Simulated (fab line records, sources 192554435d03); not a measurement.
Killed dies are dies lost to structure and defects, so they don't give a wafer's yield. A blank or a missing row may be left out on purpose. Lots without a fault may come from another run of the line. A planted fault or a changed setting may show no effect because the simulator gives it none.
fab line records | flow n5_finfet
record lots=6 wafers=16 last_day=17
route steps=1938 shown BEOL_M12@1637 PASSIVATION@1936
lots that met no fault: from a run of the same line without faults
start_h: hours from the record's first day to the start of the lot's first wafer shown | wait_h: hours since the lot's step before | " the same as in the row above | L1.1+2: a row that stands for several wafers | - no value, or no start given | * or withheld: withheld | < > ~ a bound
route shown NAME@n: a module of which the file shows steps, and the number in the route of the first | usual: mean/standard deviation of fault-free wafers | same: alike in all rows | chamber/n: place in a boat | sites: the reading at each site | _std_site: their standard deviation | _edge_site: outer sites' mean less inner sites' | radius_mm: how far each site lies from the wafer's centre | mask NAME#n: copy n | behind: the tool/chamber that last shaped the wafer | hold: why the lot was held/for how many hours/how that ended | device: the transistor (n, p or np) that didn't switch | end of line: the same wafers' tests at the end of the route | a step without rows: its recipe alone | killed: dies lost to structure and defects at the first sort, not the wafer's yield | map: a wafer's dies, x killed, . not, _ none there
set.NAME: the setting as run; set.NAME@STEP: as run at that earlier step | model.NAME: the simulator's own value behind a step, which no gauge read
lots at some steps of the route; a table a step, a row a wafer
services: from which hour (start_h, from the record's first day; less than 0 if before it) a tool's chamber was out of use, for how many hours, and why
## steps
# step N5_BEOL_M12_ETCH_68
# recipe chemistry=N2/H2 target=SOC mask_material=SiARC source_w=3000 bias_w=350 temp_c=40 time_s=285 ion_energy_ev=200 pressure_mtorr=30 n2_flow_sccm=200 h2_flow_sccm=200
# usual drypump_motor_current_A=5.7/0.43 oes_product_au=0.77/0.076 rf_vpp_V=524.0/2 showerhead_plenum_p_Torr=2.54/0.063 temp_c=40.01/0.11 throttle_valve_pct=17.69/0.27
# columns lot.wafer tool chamber start_h wait_h drypump_motor_current_A oes_product_au rf_hours_counter_h rf_vpp_V showerhead_plenum_p_Torr temp_c throttle_valve_pct
L556.3 rie_diel-03 2 296.02 0.1 5.2 0.74 205 523.4 2.51 39.86 17.58
L556.5 " 1 " " 5.4 0.73 - 523.0 2.54 40.07 17.67
L556.6 " 2 " " 5.2 0.74 - 524.1 2.50 40.00 17.58
L558.1 rie_diel-03 2 305.71 0.1 5.2 0.74 210 522.5 2.50 40.08 17.58
L558.4 " 3 " " 5.9 0.88 29 523.5 2.60 39.90 17.47
L558.5 " 1 " " 5.4 0.73 - 524.5 2.54 39.98 17.66
L562.2 rie_diel-03 0 318.71 0.1 5.3 0.77 148 526.8 2.64 39.99 17.46
L562.3 " 3 " " 5.9 0.87 35 524.9 2.59 39.76 17.49
L562.4 " 1 " " 5.4 0.72 188 525.2 2.54 40.11 17.68
L567.1 rie_diel-03 2 347.06 0.1 5.2 0.73 231 523.3 2.49 40.05 17.63
L567.4 " 1 " " 5.4 0.72 202 523.4 2.53 40.16 17.70
L566.1 rie_diel-03 1 354.87 0.1 5.4 0.70 207 523.6 2.53 39.84 17.70
L566.2 " 0 " " 5.3 0.74 167 527.6 2.63 40.03 17.51
L569.4 rie_diel-04 1 371.93 0.1 6.0 0.75 - 523.4 2.56 39.95 17.97
L569.5 " 0 " " 6.1 0.69 - 522.9 2.50 39.90 18.13
L569.6 " 2 " " 6.0 0.84 - 522.9 2.47 40.12 17.27
# step N5_BEOL_M12_STRIP_69
# recipe chemistry=N2/H2 temp_c=40 n2_flow_sccm=200 h2_flow_sccm=200 rf_frequency_hz=6e+07
# step N5_BEOL_M12_TRENCH_ETCH_34
# recipe chemistry=C4F8/O2/Ar target=SiOC target_depth_a=3189.5 mask_material=SOC pressure_mtorr=30 source_w=3000 bias_w=700 Ar_flow_sccm=400 C4F8_flow_sccm=15 O2_flow_sccm=8 he_inner_torr=15 he_outer_torr=30 time_s=125.5 ion_energy_ev=250
# step N5_BEOL_M12_STRIP_70
# recipe chemistry=C4F8/O2/Ar resist=SiARC rf_frequency_hz=6e+07
# step N5_BEOL_M12_OCD_MEAS_35
# usual trench_depth_nm=320/3.9
# columns lot.wafer tool chamber start_h wait_h trench_depth_nm
L556.3 ocd-02 - 296.36 0.0 319
L556.5 " - " " 313
L556.6 " - " " 321
L558.1 ocd-01 - 306.05 0.0 322
L558.4 " - " " 330
L558.5 " - " " 316
L562.2 ocd-02 - 319.04 0.0 317
L562.3 " - " " 324
L562.4 " - " " 312
L567.1 ocd-01 - 347.39 0.0 319
L567.4 " - " " 315
L566.1 ocd-01 - 355.21 0.0 316
L566.2 " - " " 321
L569.4 ocd-01 - 372.18 0.0 319
L569.5 " - " " 316
L569.6 " - " " 321
# step N5_BEOL_M12_STRIP_37
# recipe chemistry=N2/H2 power_w=1000 temp_c=250 h2_frac=0.65 overash_fraction=0.3 pressure_mtorr=withheld n2_flow_sccm=1750 h2_flow_sccm=3250
# usual drypump_motor_current_A=5.9/0.69 heater_power_w=348/20 oes_product_au=0.789/0.011 temp_c=249.98/0.21
# same overash_fraction=0.3
# columns lot.wafer tool chamber start_h wait_h drypump_motor_current_A heater_power_w oes_product_au rf_hours_counter_h temp_c
L556.3 plasma_asher-02 0 296.42 0.1 6.8 328 0.794 - 250.08
L556.5 " 1 " " 5.7 373 0.783 - 250.08
L556.6 " 0 " " 6.8 330 0.807 - 250.05
L558.1 plasma_asher-02 1 306.08 0.0 5.7 380 0.811 82 250.05
L558.4 " 1 " " 5.7 387 0.788 - 249.94
L558.5 " 0 " " 6.8 339 0.782 - 250.48
L562.2 plasma_asher-02 1 319.08 0.0 5.7 378 0.795 85 250.00
L562.3 " 0 " " 6.8 338 0.788 - 250.20
L562.4 " 1 " " 5.7 379 0.810 - 250.02
L567.1 plasma_asher-02 1 347.43 0.0 5.7 377 0.769 90 250.12
L567.4 " 0 " " 6.8 328 0.789 - 249.83
L566.1 plasma_asher-02 0 355.25 0.0 6.8 339 0.796 92 249.69
L566.2 " 1 " " 5.7 384 0.787 92 249.99
L569.4 plasma_asher-02 1 372.24 0.1 5.7 385 0.794 - 250.30
L569.5 " 1 " " 5.7 370 0.788 - 250.26
L569.6 " 0 " " 6.8 341 0.789 - 249.53
# step N5_BEOL_M12_ETCH_38
# recipe chemistry=CF4/N2 target=SiCN target_depth_a=687 taper_deg=2 time_s=73.4 ion_energy_ev=150 mask_material=SiO2 pressure_mtorr=40 source_w=430 bias_w=70 Ar_flow_sccm=100 cf4_flow_sccm=60 n2_flow_sccm=60
# step N5_BEOL_M12_PRECLEAN_39
# recipe chemistry=residue_remover time_s=60 temp_c=40
# step N5_BEOL_M12_SRD_40
# recipe time_s=30 temp_c=23 rinse_liquid=diw dry=n2_spin spin_rpm=1500 dry_time_s=30
# step N5_BEOL_M12_DEGAS_41
# recipe ambient=vacuum temp_c=250 time_s=60
# usual heater_power_w=337/32
# columns lot.wafer tool chamber start_h wait_h heater_power_w
L556.3 pvd_sputter-02 - 298.01 0.7 314
L556.5 " - " " 318
L556.6 " - " " 313
L558.1 pvd_sputter-02 - 306.99 0.5 307
L558.4 " - " " 309
L558.5 " - " " 316
L562.2 pvd_sputter-03 - 323.41 0.2 405
L562.3 " - " " 392
L562.4 " - " " 339
L567.1 pvd_sputter-02 - 349.36 0.3 331
L567.4 " - " " 313
L566.1 pvd_sputter-02 - 356.54 0.3 339
L566.2 " - " " 319
L569.4 pvd_sputter-01 - 373.81 0.0 337
L569.5 " - " " 289
L569.6 " - " " 365
# step N5_BEOL_M12_PRE_CLEAN_42
# recipe gas=H2/He time_s=30 temp_c=250
# step N5_BEOL_M12_SPUTTER_43
# recipe material=TaN target_thk_a=150 temp_c=50 bias_v=168.6 power_w=15000 chamber_pressure_pa=0.12 time_s=24.19
# usual throttle_valve_pct=30.2/1.3
# columns lot.wafer tool chamber start_h wait_h throttle_valve_pct
L556.3 pvd_sputter-02 - 298.09 0.0 31.4
L556.5 " - " " 31.1
L556.6 " - " " 31.5
L558.1 pvd_sputter-02 - 307.07 0.0 31.1
L558.4 " - " " 31.4
L558.5 " - " " 31.1
L562.2 pvd_sputter-03 - 323.49 0.0 32.2
L562.3 " - " " 28.5
L562.4 " - " " 29.5
L567.1 pvd_sputter-02 - 349.44 0.0 27.8
L567.4 " - " " 31.2
L566.1 pvd_sputter-02 - 356.62 0.0 27.6
L566.2 " - " " 31.4
L569.4 pvd_sputter-01 - 373.89 0.0 30.9
L569.5 " - " " 31.2
L569.6 " - " " 30.0
# step N5_BEOL_M12_SPUTTER_44
# recipe material=Ta target_thk_a=100 temp_c=50 bias_v=80 power_w=15000 chamber_pressure_pa=0.07 time_s=16.13
# usual throttle_valve_pct=30.2/1.3
# columns lot.wafer tool chamber start_h wait_h throttle_valve_pct model.Ta_of_BEOL_M12_SPUTTER_44.thk_nm
L556.3 pvd_sputter-02 - 298.17 0.0 31.4 10.2
L556.5 " - " " 31.3 10
L556.6 " - " " 31.4 10.2
L558.1 pvd_sputter-02 - 307.15 0.0 31.2 10
L558.4 " - " " 31.4 10.2
L558.5 " - " " 31.1 10
L562.2 pvd_sputter-03 - 323.57 0.0 32.4 10.2
L562.3 " - " " 28.3 10
L562.4 " - " " 29.6 9.6
L567.1 pvd_sputter-02 - 349.52 0.0 27.8 4.4
L567.4 " - " " 31.3 10
L566.1 pvd_sputter-02 - 356.70 0.0 27.8 4
L566.2 " - " " 31.3 9.8
L569.4 pvd_sputter-01 - 373.97 0.0 31.3 9.8
L569.5 " - " " 31.4 10
L569.6 " - " " 30.2 9.8
# step N5_BEOL_M12_SPUTTER_45
# recipe material=Cu target_thk_a=800 temp_c=-20 bias_v=60 power_w=26000 chamber_pressure_pa=0.13 time_s=13.33
# usual chuck_gas_flow_sccm=1.27/0.051 throttle_valve_pct=30.2/1.3
# columns lot.wafer tool chamber start_h wait_h chuck_gas_flow_sccm throttle_valve_pct
L556.3 pvd_sputter-02 - 298.25 0.0 1.27 31.6
L556.5 " - " " 1.31 31.3
L556.6 " - " " 1.23 31.4
L558.1 pvd_sputter-02 - 307.23 0.0 1.30 30.8
L558.4 " - " " 1.23 31.4
L558.5 " - " " 1.23 31.0
L562.2 pvd_sputter-03 - 323.65 0.0 1.34 32.3
L562.3 " - " " 1.21 28.1
L562.4 " - " " 1.30 29.5
L567.1 pvd_sputter-02 - 349.60 0.0 1.33 27.7
L567.4 " - " " 1.34 31.7
L566.1 pvd_sputter-02 - 356.78 0.0 1.29 28.1
L566.2 " - " " 1.35 31.4
L569.4 pvd_sputter-01 - 374.05 0.0 1.35 31.4
L569.5 " - " " 1.34 31.5
L569.6 " - " " 1.33 30.0
# step N5_BEOL_M12_ECD_47
# recipe material=Cu target_thk_a=7200
# step N5_BEOL_M12_ANNEAL_48
# recipe temp_c=225 time_s=90 ambient=N2
# step N5_BEOL_M12_CMP_49
# recipe stop_on=SiOC t_overpolish_s=20.6 down_force_psi=1 platen_rpm=50 clearing_platen_down_force_psi=1.5 clearing_platen_rpm=50 post_cmp_clean=cu_alkaline target_thk_nm=320 clearing_platen_pad_velocity_m_s=0.99484 pad_velocity_m_s=0.99484
# usual barrier_field_endpoint_s=30.1/0.69 motor_current_A=5.8/0.47 pad_life_wafers=1036/530
# columns lot.wafer tool chamber start_h wait_h barrier_field_endpoint_s motor_current_A pad_life_wafers
L556.3 cmp-04 2 299.69 0.6 30.0 5.9 632
L556.5 " 0 " " 30.7 5.9 -
L556.6 " 1 " " 30.9 7.0 -
L558.1 cmp-02 3 307.83 0.3 30.0 6.3 409
L558.4 " 1 " " 30.1 5.2 411
L558.5 " 3 " " 30.4 6.3 -
L562.2 cmp-04 1 324.25 0.2 31.7 6.6 829
L562.3 " 2 " " 30.3 6.0 830
L562.4 " 3 " " 30.8 5.5 831
L567.4 cmp-04 0 350.97 0.1 30.5 5.9 1050
L567.1 " 3 " " 23.6 5.4 1053
L566.2 cmp-04 0 357.38 0.2 31.4 5.8 1117
L566.1 " 1 " " 23.5 6.7 1118
L569.4 cmp-02 0 375.23 0.2 28.7 5.3 829
L569.6 " 3 " " 30.0 6.6 -
L569.5 " 0 " " 29.6 5.3 -
# step N5_BEOL_M12_THK_MEAS_50
# recipe thk_meas_gauge=xrf reads=Cu_of_BEOL_M12_ECD_47
# usual M12_THK=330/5
# columns lot.wafer tool chamber start_h wait_h M12_THK[nm]
L556.3 film_metro-02 - 299.91 - 327
L556.5 " - " " 323
L556.6 " - " " 330
L558.1 film_metro-02 - 308.09 - 332
L558.4 " - " " 342
L558.5 " - " " 324
L562.2 film_metro-01 - 324.51 - 330
L562.3 " - " " 336
L562.4 " - " " 320
L567.1 film_metro-01 - 351.26 - 339
L567.4 " - " " 330
L566.1 film_metro-01 - 357.63 - 338
L566.2 " - " " 334
L569.4 film_metro-01 - 375.49 - 327
L569.5 " - " " 322
L569.6 " - " " 329
# step N5_PASSIVATION_PROBE_49
# usual defect_limited_yield=91.4/1.4 killed_at_M0_to_M3=31/10 killed_at_M4_up=14/5.6 killed_at_contacts=13/6.3 killed_at_front_end=39/10 killed_at_other=4/3.1 killed_dies=101/16 killed_open=65/13 killed_short=34/7.2 sort_bin_5_function=5.1/0.88 sort_bin_6_memory=3.2/0.66 sort_n_pass=1079/16 sort_yield_pct=91.4/1.4
# same gross_dies=1180 killed_at_back_side=0 sort_bin_4_leakage[%]=0 sort_bin_8_speed[%]=0
# columns lot.wafer tool chamber start_h wait_h defect_limited_yield[%] killed_at_M0_to_M3 killed_at_M4_up killed_at_contacts killed_at_front_end killed_at_other killed_dies killed_open killed_short sort_bin_5_function[%] sort_bin_6_memory[%] sort_n_pass sort_yield_pct[%]
L556.3 prober-02 - 332.78 0.2 92.1 36 11 11 34 1 93 64 28 5.1 2.8 1087 92.1
L556.5 prober-02 - 332.88 0.3 91.9 25 10 11 47 2 95 62 32 4.7 3.4 1085 91.9
L556.6 prober-02 - 332.93 0.3 92.4 30 4 26 26 4 90 53 36 4.4 2.8 1090 92.4
L562.2 prober-01 - 362.17 0.1 92.5 18 28 15 24 3 88 58 26 4.5 2.6 1092 92.5
L562.3 prober-01 - 362.22 0.1 91.5 22 17 10 42 9 100 57 42 5.6 2.5 1080 91.5
L562.4 prober-01 - 362.27 0.2 92.3 22 21 19 27 2 91 58 31 4.7 2.7 1089 92.3
L566.2 prober-01 - 388.35 0.1 91.2 26 12 7 57 2 104 71 33 5.1 3.5 1076 91.2
L567.1 prober-01 - 391.29 0.0 90.5 52 8 7 42 3 112 65 47 4.8 4.3 1068 90.5
L567.4 prober-01 - 391.44 0.2 90.4 55 6 17 33 2 113 56 55 6.4 3.1 1067 90.4
L569.4 prober-01 - 412.72 0.2 91.6 15 13 14 52 5 99 62 33 5.0 3.1 1081 91.6
L569.5 prober-01 - 412.77 0.2 91.1 20 17 8 55 5 105 67 37 6.1 2.5 1075 91.1
L569.6 prober-01 - 412.82 0.3 92.8 20 9 10 37 9 85 39 40 4.2 2.4 1095 92.8
# killed by level:class
L556.3 BEOL_M0_SAQP:geometric_particle:open=14 BEOL_M0_SAQP:geometric_particle:short=11 FIN_SAQP:geometric_particle:open=9 FIN_SAQP:geometric_particle:short=7 MOL_CONTACT_COAG:geometric_particle:open=7 BEOL_M2:geometric_particle:open=6 DUMMY_GATE:geometric_particle:open=4 MOL_CONTACT_COAG:geometric_particle:short=4
L556.5 FIN_SAQP:geometric_particle:open=12 BEOL_M0_SAQP:geometric_particle:open=11 FIN_SAQP:geometric_particle:short=9 MOL_CONTACT_COAG:geometric_particle:open=9 BEOL_M1:geometric_particle:open=7 ILD0:geometric_particle:short=5 SPACER0:geometric_particle:short=4 SPACER0:geometric_particle:open=3
L556.6 MOL_CONTACT_COAG:geometric_particle:open=20 BEOL_M0_SAQP:geometric_particle:short=8 MOL_CONTACT_COAG:geometric_particle:short=6 BEOL_M0_SAQP:geometric_particle:open=6 BEOL_M2:geometric_particle:open=5 BEOL_M3:geometric_particle:open=5 GATE_CUT:geometric_particle:short=4 FIN_SAQP:geometric_particle:short=3
L562.2 MOL_CONTACT_COAG:geometric_particle:open=13 FIN_SAQP:geometric_particle:open=8 BEOL_M4:geometric_particle:open=8 BEOL_M0_SAQP:geometric_particle:short=7 BEOL_M6:geometric_particle:open=6 STI_FIN_REVEAL:geometric_particle:open=4 BEOL_M3:geometric_particle:short=4 BEOL_M5:geometric_particle:open=4
L562.3 GATE_CUT:geometric_particle:short=9 FIN_SAQP:geometric_particle:open=7 MOL_CONTACT_COAG:geometric_particle:open=7 FIN_SAQP:geometric_particle:short=6 STI_FIN_REVEAL:geometric_particle:open=6 BEOL_M0_SAQP:geometric_particle:open=6 BEOL_M0_SAQP:geometric_particle:short=6 GATE_CUT:geometric_particle:open=4
L562.4 MOL_CONTACT_COAG:geometric_particle:open=12 BEOL_M0_SAQP:geometric_particle:open=9 BEOL_M4:geometric_particle:open=8 FIN_SAQP:geometric_particle:open=7 MOL_CONTACT_COAG:geometric_particle:short=7 FIN_SAQP:geometric_particle:short=5 BEOL_M4:geometric_particle:short=5 BEOL_M2:geometric_particle:open=4
L566.2 FIN_SAQP:geometric_particle:open=16 BEOL_M0_SAQP:geometric_particle:open=14 FIN_SAQP:geometric_particle:short=8 STI_FIN_REVEAL:geometric_particle:open=8 GATE_CUT:geometric_particle:short=5 GATE_CUT:geometric_particle:open=5 BEOL_M0_SAQP:geometric_particle:short=5 BEOL_M4:geometric_particle:open=5
L567.1 BEOL_M0_SAQP:geometric_particle:open=17 FIN_SAQP:geometric_particle:short=13 BEOL_M0_SAQP:geometric_particle:short=10 FIN_SAQP:geometric_particle:open=9 MOL_CONTACT_COAG:geometric_particle:open=6 BEOL_M2:geometric_particle:open=6 GATE_CUT:geometric_particle:short=5 BEOL_M3:geometric_particle:open=5
L567.4 BEOL_M0_SAQP:geometric_particle:short=20 FIN_SAQP:geometric_particle:short=12 MOL_CONTACT_COAG:geometric_particle:open=12 BEOL_M2:geometric_particle:open=10 BEOL_M0_SAQP:geometric_particle:open=9 BEOL_M3:geometric_particle:open=6 MOL_CONTACT_COAG:geometric_particle:short=5 STI_FIN_REVEAL:geometric_particle:short=4
L569.4 FIN_SAQP:geometric_particle:short=15 FIN_SAQP:geometric_particle:open=14 MOL_CONTACT_COAG:geometric_particle:open=10 STI_FIN_REVEAL:geometric_particle:open=8 BEOL_M1:geometric_particle:open=8 BEOL_M4:geometric_particle:open=6 GATE_CUT:geometric_particle:short=4 MOL_CONTACT_COAG:geometric_particle:short=4
L569.5 FIN_SAQP:geometric_particle:short=18 FIN_SAQP:geometric_particle:open=12 STI_FIN_REVEAL:geometric_particle:open=10 BEOL_M3:geometric_particle:open=7 BEOL_M4:geometric_particle:open=7 MOL_CONTACT_COAG:geometric_particle:open=6 BEOL_M1:geometric_particle:open=6 STI_FIN_REVEAL:geometric_particle:short=5
L569.6 FIN_SAQP:geometric_particle:short=9 MOL_CONTACT_COAG:geometric_particle:open=8 STARTING-WAFER:geometric_particle:short=7 BEOL_M1:geometric_particle:open=5 FIN_SAQP:geometric_particle:open=4 BEOL_M0_SAQP:geometric_particle:short=4 STARTING-WAFER:geometric_particle:open=4 HKMG_FIN:area_etch=4
## services
# columns tool chamber start_h hours kind
rie_diel-04 1 287.30 4.7 repair
rie_diel-03 3 291.56 6.8 repair
rie_diel-04 3 292.69 - clean
rie_diel-04 3 292.69 - consumable_replace:focus_ring
rie_diel-04 3 292.69 16.7 scheduled_down
rie_diel-04 3 292.69 16.7 vent_cycle
rie_diel-03 - 293.56 1.1 repair
rie_diel-03 0 296.71 5.3 repair
cmp-04 - 297.49 1.3 repair
rie_diel-04 - 308.37 4.3 pm
rie_diel-04 3 321.46 9.9 repair
cmp-04 - 330.03 0.5 repair
cmp-04 - 335.82 1.4 repair
pvd_sputter-03 - 355.26 3.1 repair
cmp-02 - 355.86 17.1 pm
rie_diel-04 0 360.70 5.8 repair
rie_diel-04 3 368.33 39.2 repair
cmp-04 - 371.26 2.4 repair
## key
first_sign step=N5_BEOL_M12_CMP_49 reading=barrier_field_endpoint_s direction=down sigmas=9.5 usual=30.1 struck=23.5
effect none on later readings
model_effect step=N5_BEOL_M12_SPUTTER_44 value=Ta_of_BEOL_M12_SPUTTER_44.thk_nm without=9.9 struck=4.2
met_at N5_BEOL_M12_SPUTTER_44
struck_wafers L566.1,L567.1
onset_between 307.15 349.52
fault kind=process_parameter_drift tool=pvd_sputter-02 chamber=- onset_h=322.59 steps=N5_BEOL_M12_SPUTTER_44 channel=time_s offset=* shape=step end_h=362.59 scope=struck_wafers_only acts_in=* stated=*
